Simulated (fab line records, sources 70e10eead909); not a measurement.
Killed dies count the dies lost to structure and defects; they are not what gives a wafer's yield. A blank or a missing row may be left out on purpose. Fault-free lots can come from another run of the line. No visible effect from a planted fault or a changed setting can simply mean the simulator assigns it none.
Problem report in the 8D (eight disciplines) form, filled by code :: flow nand-harc :: the parts of the form that need people (team, actions taken, sign-off) are left out

1. PROBLEM STATEMENT
A mean of 117.6 nm is read at NHARC_P_GATE_CD_MEAS_26 for cd-nm, taken on 1 wafer of 1 lot, against 120.1 nm (standard deviation 0.62) on wafers free of any fault. That is -4.0 standard deviations from the usual mean.
The step: target cd 120 nm.
Seen first at day 12 14:11 on cd-sem-01, wafer L929.6. Wafers with a number at this step in the record: 36, from 12 lots. By rule, "out" or "out of limits" means more than 4 standard deviations away from the usual mean. All remaining wafers that have a number are taken as sound.

2. WHAT IT IS AND WHAT IT IS NOT
question: which readings at this step
is: cd-nm
is not: -

question: which lots
is: L929
is not: L911, L912, L914, L915, L917, L918, L919, L927, L930, L931, L934

question: which wafers of those lots
is: L929.6
is not: L929.1, L929.4

question: read on which gauges
is: cd-sem-01
is not: cd-sem-02, cd-sem-03

question: when
is: from day 12 14:11
is not: up to then (26 sound wafers); but 9 sound wafers of L930, L931, L934 came after

3. SUSPECTS, AND WHAT RULES EACH OUT
Counting: any tool at a process step up to the reading remains a suspect provided it ran every lot that is out. Sound lots after the first of them don't rule it out here, since some wafers of a struck lot are sound.
- the gauge at NHARC_P_GATE_CD_MEAS_26: kept. All the wafers that are out were read on cd-sem-01, and no step on other tools shows them out.
- rie-si-03 at NHARC_P_STI_ETCH_15 (etches the open film in HBr/Cl2, target depth 300 nm, time 100.1 s): kept. It processed L929, the lot that is out, at day 10 09:17, and its most recent sound lot before then was L918 at day 5 21:13.
- litho-track-01 at NHARC_P_GATE_PEB_24 (peb time 65 s): kept. It processed L929, the lot that is out, at day 12 14:07, and its most recent sound lot before then was L918 at day 7 23:46.
- Within rie-si-03 at NHARC_P_STI_ETCH_15: the wafers that are out ran in chamber 1; their sound lot-mates ran in chambers 0, 2.
The count leaves rie-si-03 at NHARC_P_STI_ETCH_15, litho-track-01 at NHARC_P_GATE_PEB_24, and cd-sem-01 at NHARC_P_GATE_CD_MEAS_26.

4. THE CAUSE (what the simulator had put in)
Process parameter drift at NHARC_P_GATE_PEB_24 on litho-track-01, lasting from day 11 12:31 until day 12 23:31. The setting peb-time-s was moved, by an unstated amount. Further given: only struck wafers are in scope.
After counting, 3 suspects remain, this tool included.

5. THE EFFECT CHAIN, in route order
One row per reading whose mean, taken over the struck wafers that have a number, lies over 3 standard deviations from the usual. Readings are gone through only where the record gives a usual standard deviation; hours: the median, over the lots, of the time from a lot's start at the first step in this table giving one to that lot's start at this step; sigmas: the change measured in usual standard deviations.
hours: 0
step: NHARC_P_GATE_CD_MEAS_26
reading: cd-nm
usual: 120.1 nm
on struck wafers: 117.6
change: -2.5
sigmas: -4.0

6. WHAT WOULD HAVE CAUGHT IT SOONER
The first out-of-limits reading at a measuring or inspecting step in this record came at day 12 14:11, 26 hours after the fault's start at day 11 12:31.
By day 12 14:11, every lot that is out (1) had started NHARC_P_GATE_PEB_24 on litho-track-01. A hold on the tool at that time would have spared none of them.
